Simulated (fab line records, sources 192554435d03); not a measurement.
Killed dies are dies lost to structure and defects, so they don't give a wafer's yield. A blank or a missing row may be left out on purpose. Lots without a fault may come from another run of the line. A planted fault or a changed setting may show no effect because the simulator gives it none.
Chamber matching | flow n5_finfet | N5_BEOL_M0_SAQP_STRIP_75 on rie_diel-03: 4 sister chambers
The step strips in CF4. 4 wafers are shown with their chamber, then 8 later ones without.

WAFERS WITH THEIR CHAMBER
wafer  | chamber | drypump_motor_current_A (A)
L081.5 | 3       | 5.7
L084.3 | 2       | 6.0
L085.2 | 0       | 5.7
L086.1 | 1       | 6.2

WAFERS WITHOUT THEIR CHAMBER
wafer  | drypump_motor_current_A (A)
L086.3 | 5.7
L086.5 | 5.8
L087.1 | 5.7
L087.2 | 5.7
L087.3 | 6.2
L092.1 | 6.0
L092.2 | 5.7
L092.3 | 5.7

WHICH CHAMBER EACH WENT THROUGH
wafer  | from the rows above     | in truth
L086.3 | can't be placed: 0 or 3 | 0
L086.5 | can't be placed: 0 or 3 | 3
L087.1 | can't be placed: 0 or 3 | 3
L087.2 | can't be placed: 0 or 3 | 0
L087.3 | 1                       | 1
L092.1 | 2                       | 2
L092.2 | can't be placed: 0 or 3 | 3
L092.3 | can't be placed: 0 or 3 | 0
Placed correctly: 2 of 8. Can't be placed from these rows: 6 (the true chamber is among the candidates in 6). Placed wrongly: 0.
How it was worked out, from the rows above alone: a wafer's distance from a chamber is the root of the sum, over the readings, of the square of ((its reading less the chamber's mean) divided by the reading's scatter). The wafer belongs to the nearest chamber; if the next one is less than 2 further off, it can't be placed. A chamber's mean is the mean of its shown wafers. The scatter: with one shown wafer a chamber, the root of the mean of the squares of how far each hidden wafer lies from its nearest shown one.
